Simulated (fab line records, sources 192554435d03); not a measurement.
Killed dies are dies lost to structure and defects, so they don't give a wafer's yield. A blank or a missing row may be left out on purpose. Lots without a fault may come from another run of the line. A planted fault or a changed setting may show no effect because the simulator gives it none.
fab line records | flow n5_finfet
record lots=5 wafers=15 last_day=16
route steps=1938 shown BEOL_M1@830 BEOL_M2@841
lots that met no fault: from a run of the same line without faults
start_h: hours from the record's first day to the start of the lot's first wafer shown | wait_h: hours since the lot's step before | " the same as in the row above | L1.1+2: a row that stands for several wafers | - no value, or no start given | * or withheld: withheld | < > ~ a bound
route shown NAME@n: a module of which the file shows steps, and the number in the route of the first | usual: mean/standard deviation of fault-free wafers | same: alike in all rows | chamber/n: place in a boat | sites: the reading at each site | _std_site: their standard deviation | _edge_site: outer sites' mean less inner sites' | radius_mm: how far each site lies from the wafer's centre | mask NAME#n: copy n | behind: the tool/chamber that last shaped the wafer | hold: why the lot was held/for how many hours/how that ended | device: the transistor (n, p or np) that didn't switch | end of line: the same wafers' tests at the end of the route | a step without rows: its recipe alone | killed: dies lost to structure and defects at the first sort, not the wafer's yield | map: a wafer's dies, x killed, . not, _ none there
set.NAME: the setting as run; set.NAME@STEP: as run at that earlier step | model.NAME: the simulator's own value behind a step, which no gauge read
lots at some steps of the route; a table a step, a row a wafer
services: from which hour (start_h, from the record's first day; less than 0 if before it) a tool's chamber was out of use, for how many hours, and why
## steps
# step N5_BEOL_M1_SPUTTER_96
# recipe material=Cu target_thk_a=45 temp_c=-20 chamber_pressure_pa=0.07 power_w=withheld time_s=8.29
# usual throttle_valve_pct=30.3/1.2
# columns lot.wafer tool chamber start_h wait_h throttle_valve_pct
L078.2 pvd_sputter-02 - 166.85 0.1 30.1
L078.5 " - " " 30.2
L078.6 " - " " 31.7
L080.1 pvd_sputter-01 - 169.08 0.1 28.2
L080.4 " - " " 31.6
L080.5 " - " " 30.4
L083.1 pvd_sputter-01 - 185.49 0.1 30.7
L083.4 " - " " 28.5
L083.5 " - " " 30.8
L081.1 pvd_sputter-01 - 192.21 0.1 30.1
L081.2 " - " " 31.4
L081.4 " - " " 30.5
L091.2 pvd_sputter-03 - 236.87 0.1 32.8
L091.4 " - " " 29.6
L091.5 " - " " 29.7
# step N5_BEOL_M1_ECD_50
# recipe material=Cu target_thk_a=3000
# columns lot.wafer tool chamber start_h wait_h
L078.2+5+6 ecd_cu-02 0,1,0 166.97 0.1
L080.1+4+5 ecd_cu-01 1,1,0 169.28 0.1
L083.1+4+5 ecd_cu-01 0,0,1 185.69 0.1
L081.1+2+4 ecd_cu-02 1,0,1 192.40 0.1
L091.2+4+5 ecd_cu-02 0,1,0 236.99 0.1
# step N5_BEOL_M1_ANNEAL_51
# recipe temp_c=225 time_s=90 ambient=N2
# usual wafer_temp_C_max=226.6/0.45
# columns lot.wafer tool chamber start_h wait_h wafer_temp_C_max
L078.2 rtp_anneal-02 0 167.09 0.1 226.5
L078.5 " 0 " " 227.1
L078.6 " 0 " " 226.9
L080.1 rtp_anneal-02 0 169.36 0.1 226.5
L080.4 " 0 " " 226.5
L080.5 " 0 " " 226.5
L083.1 rtp_anneal-02 0 185.77 0.1 227.0
L083.4 " 0 " " 226.9
L083.5 " 0 " " 226.7
L081.1 rtp_anneal-01 0 192.48 0.1 226.3
L081.2 " 0 " " 226.3
L081.4 " 0 " " 226.3
L091.2 rtp_anneal-01 0 237.11 0.1 226.1
L091.4 " 0 " " 225.8
L091.5 " 0 " " 226.0
# step N5_BEOL_M1_CMP_52
# recipe stop_on=SiOC t_overpolish_s=6.8 down_force_psi=1 platen_rpm=50 clearing_platen_down_force_psi=1.5 clearing_platen_rpm=50 post_cmp_clean=cu_alkaline target_thk_nm=40 clearing_platen_pad_velocity_m_s=0.99484 pad_velocity_m_s=0.99484
# usual barrier_field_endpoint_s=24.6/0.62 motor_current_A=6.1/0.45 overpolish_run_s=6.800/0.0087 time_to_endpoint_s=61.4/2.9
# columns lot.wafer tool chamber start_h wait_h barrier_field_endpoint_s motor_current_A overpolish_run_s time_to_endpoint_s
L078.2 cmp-01 3 167.34 0.2 23.9 4.9 6.814 59.5
L078.5 " 3 " " 24.1 5.1 6.793 63.3
L078.6 " 0 " " 24.2 6.5 6.813 61.6
L080.4 cmp-04 0 169.74 0.2 24.0 6.2 6.790 60.6
L080.1 " 1 " " 23.3 6.1 6.788 58.3
L080.5 " 3 " " 24.3 5.8 6.805 61.1
L083.4 cmp-04 1 186.10 0.2 23.9 6.1 6.794 60.3
L083.1 " 2 " " 24.5 5.9 6.807 66.1
L083.5 " 1 " " 24.9 6.4 6.786 63.0
L081.1 cmp-04 2 192.78 0.3 24.1 5.5 6.806 63.4
L081.2 " 3 " " 24.3 5.8 6.817 59.0
L081.4 " 0 " " 24.3 6.3 6.794 60.9
L091.2 cmp-01 0 237.44 0.3 23.7 6.6 6.795 60.3
L091.4 " 1 " " 25.1 6.1 6.797 65.6
L091.5 " 3 " " 23.8 5.2 6.811 62.7
# step N5_BEOL_M1_THK_MEAS_53
# recipe thk_meas_gauge=xrf reads=Cu_of_BEOL_M1_ECD_50
# usual M1_THK=40.1/1.5
# columns lot.wafer tool chamber start_h wait_h M1_THK[nm]
L078.2 film_metro-02 - 167.64 - 37.9
L078.5 " - " " 38.9
L078.6 " - " " 40.8
L080.1 film_metro-01 - 169.96 - 38.4
L080.4 " - " " 41.2
L080.5 " - " " 40.3
L083.1 film_metro-01 - 186.36 - 41.5
L083.4 " - " " 40.1
L083.5 " - " " 41.3
L081.1 film_metro-02 - 193.07 - 38.5
L081.2 " - " " 39.8
L081.4 " - " " 38.9
L091.2 film_metro-01 - 237.66 - 39.0
L091.4 " - " " 39.8
L091.5 " - " " 39.4
# step N5_BEOL_M1_PRE_CLEAN_60
# recipe gas=NH3/H2 time_s=15 temp_c=* rf_power_w=300
# usual heater_power_w=87/15
# columns lot.wafer tool chamber start_h wait_h heater_power_w
L078.2 cvd_co-01 2 167.68 0.0 74
L078.5 " 0 " " 118
L078.6 " 2 " " 78
L080.1 cvd_co-01 0 170.00 0.0 119
L080.4 " 0 " " 118
L080.5 " 1 " " 74
L083.1 cvd_co-02 1 186.40 0.0 73
L083.4 " 2 " " 90
L083.5 " 1 " " 72
L081.1 cvd_co-02 2 193.11 0.0 88
L081.2 " 0 " " 93
L081.4 " 0 " " 93
L091.2 cvd_co-01 0 237.70 0.0 116
L091.4 " 2 " " 76
L091.5 " 0 " " 119
# step N5_BEOL_M1_CO_CAP_55
# recipe material=Co target_thk_a=20 temp_c=200 precursor=CCTBA/H2 pressure_torr=30 time_s=102.1
# usual heater_power_w=239/20
# columns lot.wafer tool chamber start_h wait_h heater_power_w
L078.2 cvd_co-01 2 167.72 0.0 226
L078.5 " 0 " " 285
L078.6 " 2 " " 223
L080.1 cvd_co-01 0 170.04 0.0 276
L080.4 " 0 " " 277
L080.5 " 1 " " 220
L083.1 cvd_co-02 1 186.44 0.0 219
L083.4 " 2 " " 243
L083.5 " 1 " " 218
L081.1 cvd_co-02 2 193.15 0.0 234
L081.2 " 0 " " 244
L081.4 " 0 " " 247
L091.2 cvd_co-01 0 237.74 0.0 277
L091.4 " 2 " " 226
L091.5 " 0 " " 284
# step N5_BEOL_M1_PRE_CLEAN_56
# recipe gas=NH3 time_s=15 temp_c=withheld rf_power_w=300
# columns lot.wafer tool chamber start_h wait_h
L078.2+5+6 pecvd-01 0,1,2 167.81 0.1
L080.1+4+5 pecvd-02 2,2,0 170.13 0.1
L083.1+4+5 pecvd-03 0,1,2 186.53 0.1
L081.1+2+4 pecvd-01 0,1,0 193.24 0.1
L091.2+4+5 pecvd-02 2,0,1 237.83 0.1
# step N5_BEOL_M1_DEP_57
# recipe material=SiCN target_thk_a=80 temp_c=withheld precursor=3MS/NH3 pressure_torr=3 rf_w=202 time_s=14
# usual showerhead_plenum_p_Torr=3.659/0.011 throttle_valve_pct=9.1/0.44
# columns lot.wafer tool chamber start_h wait_h showerhead_plenum_p_Torr throttle_valve_pct
L078.2 pecvd-01 0 167.83 0.0 3.653 8.8
L078.5 " 1 " " 3.667 9.5
L078.6 " 2 " " 3.663 9.2
L080.1 pecvd-02 2 170.15 0.0 3.633 9.1
L080.4 " 2 " " 3.643 9.2
L080.5 " 0 " " 3.676 8.6
L083.1 pecvd-03 0 186.55 0.0 3.668 10.0
L083.4 " 1 " " 3.654 9.6
L083.5 " 2 " " 3.669 8.5
L081.1 pecvd-01 0 193.27 0.0 3.647 8.6
L081.2 " 1 " " 3.660 9.6
L081.4 " 0 " " 3.646 8.5
L091.2 pecvd-02 2 237.85 0.0 3.634 8.3
L091.4 " 0 " " 3.671 8.7
L091.5 " 1 " " 3.660 9.6
# step N5_BEOL_M1_RS_MEAS_58
# recipe thk_meas_gauge=four-point-probe reads=Co_of_BEOL_M1_CO_CAP_55+Cu_of_BEOL_M1_ECD_50+Co_of_BEOL_M1_CVD_47+TaN_of_BEOL_M1_ALD_84
# usual M1_RS=0.68/0.033
# columns lot.wafer tool chamber start_h wait_h M1_RS[ohm/sq]
L078.2 film_metro-02 - 167.90 0.1 0.73
L078.5 " - " " 0.71
L078.6 " - " " 0.67
L080.1 film_metro-01 - 170.22 0.0 0.72
L080.4 " - " " 0.66
L080.5 " - " " 0.67
L083.1 film_metro-02 - 186.62 0.0 0.65
L083.4 " - " " 0.68
L083.5 " - " " 0.65
L081.1 film_metro-02 - 193.33 0.0 0.73
L081.2 " - " " 0.70
L081.4 " - " " 0.71
L091.2 film_metro-02 - 237.92 0.1 0.70
L091.4 " - " " 0.69
L091.5 " - " " 0.70
# step N5_BEOL_M1_INSPECT_59
# recipe inspect_instrument=darkfield mode=post_dep
# usual raw_defect_count=77/28
# columns lot.wafer tool chamber start_h wait_h raw_defect_count
L078.2 defect_inspect-01 - 167.92 0.0 61
L078.5 " - " " 93
L078.6 " - " " 75
L080.1 defect_inspect-01 - 170.25 0.0 71
L080.4 " - " " 79
L080.5 " - " " 63
L083.1 defect_inspect-02 - 186.65 0.0 59
L083.4 " - " " 81
L083.5 " - " " 60
L081.1 defect_inspect-02 - 193.36 0.0 47
L081.2 " - " " 108
L081.4 " - " " 64
L091.2 defect_inspect-01 - 237.95 0.0 64
L091.4 " - " " 115
L091.5 " - " " 61
# step N5_BEOL_M2_ILD_DEP_00
# recipe material=SiOC target_thk_a=790 temp_c=350 precursor=DEMS/O2 pressure_torr=5 rf_w=500 time_s=15.3
# usual heater_power_w=470/93 showerhead_plenum_p_Torr=5.692/0.016 throttle_valve_pct=12.2/0.64
# columns lot.wafer tool chamber start_h wait_h heater_power_w showerhead_plenum_p_Torr throttle_valve_pct
L078.2 pecvd-02 2 167.96 0.0 298 5.670 12.1
L078.5 " 0 " " 433 5.698 11.5
L078.6 " 2 " " 311 5.666 11.7
L080.1 pecvd-03 2 170.28 0.0 675 5.685 11.6
L080.4 " 2 " " 653 5.703 11.5
L080.5 " 1 " " 550 5.695 12.5
L083.1 pecvd-02 0 186.68 0.0 360 5.701 11.5
L083.4 " 2 " " 313 5.666 12.1
L083.5 " 0 " " 374 5.698 11.7
L081.1 pecvd-02 2 193.40 0.0 318 5.651 11.9
L081.2 " 0 " " 363 5.712 11.7
L081.4 " 2 " " 326 5.656 11.5
L091.2 pecvd-03 2 237.98 0.0 562 5.690 11.6
L091.4 " 2 " " 569 5.700 11.6
L091.5 " 2 " " 553 5.704 11.6
# step N5_BEOL_M2_THK_MEAS_01
# recipe reads=SiOC_of_BEOL_M2_ILD_DEP_00
# usual M2_ILD_THK=78.9/0.9
# columns lot.wafer tool chamber start_h wait_h M2_ILD_THK[nm]
L078.2 film_metro-02 - 168.03 0.1 79.5
L078.5 " - " " 80.3
L078.6 " - " " 80.6
L080.1 film_metro-02 - 170.35 0.0 77.9
L080.4 " - " " 78.6
L080.5 " - " " 78.5
L083.1 film_metro-02 - 186.75 0.0 78.7
L083.4 " - " " 79.5
L083.5 " - " " 80.0
L081.1 film_metro-01 - 193.46 0.0 79.6
L081.2 " - " " 81.0
L081.4 " - " " 81.2
L091.2 film_metro-02 - 238.07 0.1 78.8
L091.4 " - " " 79.6
L091.5 " - " " 79.7
# step N5_BEOL_M2_PECVD_72
# recipe material=SiO2 target_thk_a=160 temp_c=400 precursor=TEOS/O2 pressure_torr=5.5 rf_w=450 teos_flow_sccm=53.8 gas=O2 flow_sccm=3000 time_s=18
# usual heater_power_w=716/130 showerhead_plenum_p_Torr=8.78/0.051 throttle_valve_pct=22.7/1.1
# columns lot.wafer tool chamber start_h wait_h heater_power_w showerhead_plenum_p_Torr throttle_valve_pct
L078.2 pecvd-03 1 168.07 0.0 806 8.79 23.2
L078.5 " 0 " " 577 8.76 24.7
L078.6 " 2 " " 889 8.79 21.6
L080.1 pecvd-04 1 170.39 0.0 680 8.85 23.2
L080.4 " 1 " " 661 8.83 23.4
L080.5 " 2 " " 708 8.77 21.5
L083.1 pecvd-03 1 186.79 0.0 752 8.79 23.2
L083.4 " 0 " " 628 8.77 25.0
L083.5 " 1 " " 764 8.78 23.3
L081.1 pecvd-02 0 193.50 0.0 650 8.78 21.4
L081.2 " 1 " " 723 8.74 23.5
L081.4 " 2 " " 543 8.66 22.3
L091.2 pecvd-02 0 238.11 0.0 537 8.79 21.7
L091.4 " 0 " " 552 8.83 21.6
L091.5 " 1 " " 730 8.76 23.6
# step N5_BEOL_M2_HM_DEP_02
# recipe material=TiN target_thk_a=200 temp_c=25 chamber_pressure_pa=0.49996
# usual throttle_valve_pct=30.3/1.2
# columns lot.wafer tool chamber start_h wait_h throttle_valve_pct
L078.2 pvd_sputter-01 - 169.24 1.2 30.7
L078.5 " - " " 31.1
L078.6 " - " " 28.3
L080.1 pvd_sputter-03 - 171.52 1.1 29.8
L080.4 " - " " 29.4
L080.5 " - " " 30.0
L083.1 pvd_sputter-02 - 187.28 0.5 31.4
L083.4 " - " " 30.2
L083.5 " - " " 30.3
L081.1 pvd_sputter-03 - 194.96 1.4 29.9
L081.2 " - " " 30.0
L081.4 " - " " 32.5
L091.2 pvd_sputter-02 - 238.83 0.7 29.2
L091.4 " - " " 30.2
L091.5 " - " " 31.4
# step N5_BEOL_M2_COAT_61
# recipe resist=SOC temp_c=250 time_s=60 spin_rpm=1500 resist_thk_nm=60
# columns lot.wafer tool chamber start_h wait_h
L078.2+5+6 litho_track-05 0 169.47 0.1
L080.1+4+5 litho_track-01 0 171.65 0.1
L083.1+4+5 litho_track-04 0 187.40 0.1
L081.1+2+4 litho_track-05 0 195.08 0.1
L091.2+4+5 litho_track-01 0 238.96 0.1
# step N5_BEOL_M2_COAT_62
# recipe resist=SiARC temp_c=220 time_s=60 spin_rpm=1500 resist_thk_nm=12
# columns lot.wafer tool chamber start_h wait_h
L078.2+5+6 litho_track-05 0 - -
L080.1+4+5 litho_track-01 0 - -
L083.1+4+5 litho_track-04 0 - -
L081.1+2+4 litho_track-05 0 - -
L091.2+4+5 litho_track-01 0 - -
# step N5_BEOL_M2_COAT_73
# recipe resist=underlayer temp_c=205 time_s=60 spin_rpm=1500 resist_thk_nm=5
# columns lot.wafer tool chamber start_h wait_h
L078.2+5+6 litho_track-05 0 - -
L080.1+4+5 litho_track-01 0 - -
L083.1+4+5 litho_track-04 0 - -
L081.1+2+4 litho_track-05 0 - -
L091.2+4+5 litho_track-01 0 - -
# step N5_BEOL_M2_COAT_05
# recipe resist=CAR-EUV spin_rpm=1500 resist_thk_nm=30
# columns lot.wafer tool chamber start_h wait_h
L078.2+5+6 litho_track-05 0 - -
L080.1+4+5 litho_track-01 0 - -
L083.1+4+5 litho_track-04 0 - -
L081.1+2+4 litho_track-05 0 - -
L091.2+4+5 litho_track-01 0 - -
# step N5_BEOL_M2_EBR_07
# recipe solvent=PGMEA ebr_width_mm=1.5
# columns lot.wafer tool chamber start_h wait_h
L078.2+5+6 litho_track-05 0 - -
L080.1+4+5 litho_track-01 0 - -
L083.1+4+5 litho_track-04 0 - -
L081.1+2+4 litho_track-05 0 - -
L091.2+4+5 litho_track-01 0 - -
# step N5_BEOL_M2_SOFTBAKE_06
# recipe temp_c=110 time_s=60 resist=CAR-EUV
# columns lot.wafer tool chamber start_h wait_h
L078.2+5+6 litho_track-05 0 - -
L080.1+4+5 litho_track-01 0 - -
L083.1+4+5 litho_track-04 0 - -
L081.1+2+4 litho_track-05 0 - -
L091.2+4+5 litho_track-01 0 - -
# step N5_BEOL_M2_EXPOSE_08
# recipe mask_id=M2 na=0.33 source_shape=dipole sigma_inner=0.369 sigma_outer=0.767 polarization=unpolarized dose_mj=41.25
# same na=0.33
# columns lot.wafer tool chamber start_h wait_h mask
L078.2+5+6 euv_scanner-01 0 169.74 - M2#0
L080.1+4+5 euv_scanner-02 0 171.78 - M2#0
L083.1+4+5 euv_scanner-02 0 187.54 - M2#0
L081.1+2+4 euv_scanner-02 0 195.49 - M2#0
L091.2+4+5 euv_scanner-01 0 239.10 - M2#0
# step N5_BEOL_M2_PEB_09
# recipe peb_temp_c=100 peb_time_s=60 resist=CAR-EUV
# columns lot.wafer tool chamber start_h wait_h
L078.2+5+6 litho_track-01 0 169.79 0.1
L080.1+4+5 litho_track-05 0 171.85 0.1
L083.1+4+5 litho_track-01 0 187.60 0.1
L081.1+2+4 litho_track-01 0 195.56 0.1
L091.2+4+5 litho_track-05 0 239.16 0.1
# step N5_BEOL_M2_DEVELOP_10
# recipe develop_time_s=30 developer=TMAH resist=CAR-EUV rinse_liquid=surfactant_rinse dry=air_spin dev_temp_c=23
# columns lot.wafer tool chamber start_h wait_h
L078.2+5+6 litho_track-01 0 - -
L080.1+4+5 litho_track-05 0 - -
L083.1+4+5 litho_track-01 0 - -
L081.1+2+4 litho_track-01 0 - -
L091.2+4+5 litho_track-05 0 - -
# step N5_BEOL_M2_CD_MEAS_11
# recipe target_cd_nm=16.79 landing_energy_ev=500 detector=se_inlens polarity=opening
# usual cd_nm=16.81/0.22
# columns lot.wafer tool chamber start_h wait_h cd_nm
L078.2 cd_sem-03 0 169.86 - 17.06
L078.5 " 0 " " 16.58
L078.6 " 0 " " 16.53
L080.1 cd_sem-03 0 171.91 - 16.45
L080.4 " 0 " " 16.82
L080.5 " 0 " " 16.52
L083.1 cd_sem-01 0 187.67 - 17.22
L083.4 " 0 " " 16.86
L083.5 " 0 " " 16.88
L081.1 cd_sem-01 0 195.62 - 17.29
L081.2 " 0 " " 16.89
L081.4 " 0 " " 16.58
L091.2 cd_sem-01 0 239.23 - 16.79
L091.4 " 0 " " 17.04
L091.5 " 0 " " 16.89
# step N5_BEOL_M2_OVL_MEAS_12
# recipe points_per_wafer=522
# usual M2_OVL=0.1/0.6
# columns lot.wafer tool chamber start_h wait_h M2_OVL[nm]
L078.2 overlay-02 0 169.90 0.0 0.6
L078.5 " 0 " " 0.9
L078.6 " 0 " " 0.1
L080.1 overlay-01 0 171.94 0.0 0.8
L080.4 " 0 " " 1.0
L080.5 " 0 " " 0.7
L083.1 overlay-02 0 187.70 0.0 -0.6
L083.4 " 0 " " -0.7
L083.5 " 0 " " -0.9
L081.1 overlay-02 0 195.66 0.0 -0.6
L081.2 " 0 " " -1.3
L081.4 " 0 " " 0.0
L091.2 overlay-02 0 239.26 0.0 -0.5
L091.4 " 0 " " 0.4
L091.5 " 0 " " -0.4
# step N5_BEOL_M2_INSPECT_13
# recipe mode=adi inspect_instrument=brightfield
# usual raw_defect_count=452/110
# columns lot.wafer tool chamber start_h wait_h raw_defect_count
L078.2 defect_inspect-02 - 169.95 0.0 436
L078.5 " - " " 351
L078.6 " - " " 387
L080.1 defect_inspect-02 - 172.00 0.1 320
L080.4 " - " " 338
L080.5 " - " " 393
L083.1 defect_inspect-02 - 187.76 0.1 364
L083.4 " - " " 627
L083.5 " - " " 538
L081.1 defect_inspect-01 - 195.71 0.1 358
L081.2 " - " " 411
L081.4 " - " " 329
L091.2 defect_inspect-01 - 239.31 0.0 464
L091.4 " - " " 486
L091.5 " - " " 374
# step N5_BEOL_M2_DESCUM_16
# recipe chemistry=O2 time_s=7 source_power_w=50 bias_power_w=20 pressure_mtorr=20 rf_frequency_hz=2.712e+07 temp_c=40 resist=CAR-EUV o2_flow_sccm=225
# usual chamber_pressure_mTorr=20.001/0.018 drypump_motor_current_A=5.5/0.36 oes_product_au=0.80/0.081 rf_vpp_V=243.6/1.3 showerhead_plenum_p_Torr=2.12/0.056 throttle_valve_pct=20.45/0.18
# columns lot.wafer tool chamber start_h wait_h chamber_pressure_mTorr drypump_motor_current_A oes_product_au rf_hours_counter_h rf_vpp_V showerhead_plenum_p_Torr throttle_valve_pct
L078.2 rie_diel-01 1 169.98 0.0 20.011 5.9 0.69 216 243.1 2.15 20.41
L078.5 " 1 " " 19.990 5.9 0.69 - 244.7 2.15 20.41
L078.6 " 2 " " 20.007 6.0 0.88 - 245.9 2.23 20.27
L080.1 rie_diel-04 0 172.05 0.0 20.018 5.7 0.71 219 242.2 2.07 20.62
L080.4 " 2 " " 20.000 5.4 0.86 64 243.3 2.13 20.47
L080.5 " 3 " " 20.028 5.6 0.86 - 242.7 2.13 20.44
L083.1 rie_diel-01 2 188.06 0.3 20.006 6.1 0.86 54 245.8 2.22 20.28
L083.4 " 3 " " 19.980 5.7 0.88 - 243.0 2.04 20.28
L083.5 " 2 " " 20.017 6.1 0.87 - 245.1 2.22 20.28
L081.1 rie_diel-01 2 196.28 0.6 20.001 6.1 0.84 58 246.1 2.22 20.31
L081.2 " 3 " " 19.968 5.7 0.86 48 242.0 2.04 20.28
L081.4 " 0 " " 20.008 5.3 0.86 66 244.5 2.21 20.19
L091.2 rie_diel-04 2 239.71 0.4 19.993 5.4 0.83 87 242.6 2.12 20.50
L091.4 " 0 " " 19.994 5.7 0.69 239 242.4 2.07 20.63
L091.5 " 2 " " 19.996 5.4 0.83 - 243.2 2.12 20.49
# step N5_BEOL_M2_ETCH_74
# recipe chemistry=N2/H2 target=underlayer target_depth_a=65 mask_material=CAR-EUV time_s=5.2 ion_energy_ev=200 pressure_mtorr=30 source_w=840 bias_w=150 n2_flow_sccm=200 h2_flow_sccm=200 ends=cleared
# usual chamber_pressure_mTorr=30.00/0.042 drypump_motor_current_A=5.5/0.36 etch_rf_on_time_s=5.17/0.072 oes_product_au=0.68/0.068 rf_vpp_V=524.7/2.5 showerhead_plenum_p_Torr=2.57/0.067 throttle_valve_pct=17.85/0.2
# columns lot.wafer tool chamber start_h wait_h chamber_pressure_mTorr drypump_motor_current_A etch_rf_on_time_s oes_product_au rf_hours_counter_h rf_vpp_V showerhead_plenum_p_Torr throttle_valve_pct
L078.2 rie_diel-01 1 170.02 0.0 30.04 5.9 5.16 0.58 216 527.1 2.62 17.96
L078.5 " 1 " " 29.98 5.9 5.16 0.59 - 526.3 2.62 17.96
L078.6 " 2 " " 29.93 6.1 5.08 0.75 - 528.9 2.69 17.56
L080.1 rie_diel-04 0 172.08 0.0 29.93 5.8 5.23 0.60 219 523.6 2.51 17.90
L080.4 " 2 " " 29.94 5.4 5.11 0.72 64 523.8 2.58 17.88
L080.5 " 3 " " 30.01 5.6 5.12 0.73 - 523.5 2.58 17.77
L083.1 rie_diel-01 2 188.10 0.0 30.03 6.1 5.07 0.75 54 527.2 2.69 17.57
L083.4 " 3 " " 30.01 5.7 5.14 0.75 - 524.3 2.48 17.66
L083.5 " 2 " " 30.02 6.1 5.09 0.75 - 528.8 2.69 17.59
L081.1 rie_diel-01 2 196.32 0.0 30.04 6.1 5.18 0.73 58 531.1 2.68 17.58
L081.2 " 3 " " 30.01 5.6 5.26 0.73 48 522.9 2.48 17.66
L081.4 " 0 " " 29.99 5.3 5.13 0.75 66 525.2 2.68 17.62
L091.2 rie_diel-04 2 239.74 0.0 30.02 5.4 5.15 0.70 87 523.9 2.58 17.93
L091.4 " 0 " " 29.98 5.8 5.29 0.58 239 522.3 2.50 17.90
L091.5 " 2 " " 30.01 5.4 5.15 0.71 - 524.6 2.57 17.92
# step N5_BEOL_M2_ETCH_63
# recipe chemistry=CF4 target=SiARC target_depth_a=156 mask_material=CAR-EUV time_s=26 ion_energy_ev=80 pressure_mtorr=40 source_w=545 bias_w=36 Ar_flow_sccm=100 cf4_flow_sccm=100 ends=cleared
# usual chamber_pressure_mTorr=40.00/0.039 drypump_motor_current_A=5.5/0.36 etch_rf_on_time_s=25.8/0.37 oes_product_au=0.68/0.07 rf_vpp_V=184.3/1.1 showerhead_plenum_p_Torr=2.17/0.053 throttle_valve_pct=15.62/0.2
# columns lot.wafer tool chamber start_h wait_h chamber_pressure_mTorr drypump_motor_current_A etch_rf_on_time_s oes_product_au rf_hours_counter_h rf_vpp_V showerhead_plenum_p_Torr throttle_valve_pct
L078.2 rie_diel-01 1 170.03 0.0 40.07 5.9 25.8 0.59 216 185.7 2.20 15.70
L078.5 " 1 " " 40.05 5.9 25.6 0.59 - 185.6 2.20 15.70
L078.6 " 2 " " 39.99 6.1 25.3 0.75 - 185.3 2.26 15.33
L080.1 rie_diel-04 0 172.10 0.0 39.98 5.7 26.4 0.60 219 183.4 2.12 15.81
L080.4 " 2 " " 40.00 5.4 25.4 0.73 64 185.1 2.17 15.56
L080.5 " 3 " " 39.99 5.6 25.5 0.74 - 184.3 2.17 15.56
L083.1 rie_diel-01 2 188.11 0.0 40.01 6.1 25.9 0.74 54 185.5 2.26 15.34
L083.4 " 3 " " 39.99 5.7 26.2 0.75 - 183.5 2.09 15.39
L083.5 " 2 " " 40.05 6.0 25.9 0.74 - 185.6 2.26 15.33
L081.1 rie_diel-01 2 196.33 0.0 39.95 6.1 25.8 0.75 58 185.0 2.25 15.35
L081.2 " 3 " " 40.06 5.7 25.7 0.76 48 182.2 2.09 15.42
L081.4 " 0 " " 39.99 5.2 25.8 0.74 66 186.1 2.26 15.38
L091.2 rie_diel-04 2 239.76 0.0 39.96 5.4 25.4 0.72 87 184.2 2.16 15.60
L091.4 " 0 " " 40.04 5.7 26.2 0.60 239 183.7 2.11 15.85
L091.5 " 2 " " 39.99 5.4 25.5 0.71 - 183.8 2.16 15.60
# step N5_BEOL_M2_ETCH_64
# recipe chemistry=N2/H2 target=SOC target_depth_a=750 overetch_a=225 mask_material=SiARC temp_c=40 time_s=121.9 ion_energy_ev=200 pressure_mtorr=30 source_w=840 bias_w=150 n2_flow_sccm=200 h2_flow_sccm=200
# usual chamber_pressure_mTorr=30.00/0.03 drypump_motor_current_A=5.5/0.36 oes_product_au=0.60/0.059 rf_vpp_V=524.7/2.1 showerhead_plenum_p_Torr=2.57/0.067 throttle_valve_pct=17.81/0.21
# columns lot.wafer tool chamber start_h wait_h chamber_pressure_mTorr drypump_motor_current_A oes_product_au rf_hours_counter_h rf_vpp_V showerhead_plenum_p_Torr throttle_valve_pct
L078.2 rie_diel-01 1 170.06 0.0 29.94 5.9 0.52 216 525.3 2.62 17.90
L078.5 " 1 " " 30.00 5.9 0.52 - 526.6 2.62 17.89
L078.6 " 2 " " 29.96 6.1 0.67 - 529.5 2.69 17.51
L080.1 rie_diel-04 0 172.13 0.0 30.00 5.8 0.54 219 522.1 2.51 17.86
L080.4 " 2 " " 29.99 5.4 0.65 64 525.8 2.58 17.82
L080.5 " 3 " " 29.97 5.7 0.65 - 526.1 2.58 17.73
L083.1 rie_diel-01 2 188.14 0.0 30.02 6.1 0.65 54 527.9 2.69 17.53
L083.4 " 3 " " 30.04 5.7 0.67 - 523.3 2.48 17.61
L083.5 " 2 " " 29.97 6.1 0.66 - 528.4 2.69 17.53
L081.1 rie_diel-01 2 196.36 0.0 30.07 6.0 0.66 58 527.4 2.68 17.53
L081.2 " 3 " " 30.04 5.7 0.66 48 521.0 2.48 17.60
L081.4 " 0 " " 30.05 5.3 0.66 66 527.6 2.68 17.58
L091.2 rie_diel-04 2 239.79 0.0 29.98 5.4 0.63 87 524.2 2.57 17.87
L091.4 " 0 " " 29.97 5.8 0.53 239 523.7 2.50 17.91
L091.5 " 2 " " 30.02 5.4 0.63 - 523.8 2.57 17.86
# step N5_BEOL_M2_STRIP_65
# recipe chemistry=N2/H2 temp_c=40 n2_flow_sccm=200 h2_flow_sccm=200 rf_frequency_hz=6e+07
# columns lot.wafer tool chamber start_h wait_h
L078.2+5+6 rie_diel-01 1,1,2 170.17 0.1
L080.1+4+5 rie_diel-04 0,2,3 172.24 0.1
L083.1+4+5 rie_diel-01 2,3,2 188.25 0.1
L081.1+2+4 rie_diel-01 2,3,0 196.47 0.1
L091.2+4+5 rie_diel-04 2,0,2 239.90 0.1
# step N5_BEOL_M2_STRIP_75
# recipe chemistry=N2/H2 temp_c=40 n2_flow_sccm=200 h2_flow_sccm=200 rf_frequency_hz=6e+07
# columns lot.wafer tool chamber start_h wait_h
L078.2+5+6 rie_diel-01 1,1,2 170.18 0.0
L080.1+4+5 rie_diel-04 0,2,3 172.25 0.0
L083.1+4+5 rie_diel-01 2,3,2 188.26 0.0
L081.1+2+4 rie_diel-01 2,3,0 196.48 0.0
L091.2+4+5 rie_diel-04 2,0,2 239.91 0.0
## services
# columns tool chamber start_h hours kind
rie_diel-04 3 144.66 14.2 repair
rtp_anneal-01 - 145.39 6.2 pm
pvd_sputter-01 - 146.86 5.2 repair
euv_scanner-01 - 148.97 1.0 pm
euv_scanner-02 - 161.07 1.0 pm
cmp-04 - 163.51 2.6 repair
ecd_cu-02 - 164.82 1.1 repair
pecvd-01 - 168.97 1.6 repair
cmp-04 - 179.49 2.6 pm
ecd_cu-02 - 180.23 0.6 repair
rie_diel-01 0 183.85 7.7 repair
cvd_co-02 - 185.61 0.4 repair
cmp-01 - 191.57 0.8 repair
cmp-04 - 194.34 2.0 repair
cvd_co-02 2 198.84 5.5 repair
cmp-04 - 199.97 3.2 repair
rie_diel-04 1 207.48 14.3 repair
rie_diel-04 - 209.64 0.6 repair
pecvd-03 1 210.96 3.6 repair
cvd_co-01 - 216.40 0.4 repair
euv_scanner-02 - 217.22 1.0 pm
rie_diel-04 0 217.81 6.3 repair
euv_scanner-02 - 238.24 4.6 pm
rie_diel-01 - 238.63 15.6 pm
## key
fault none
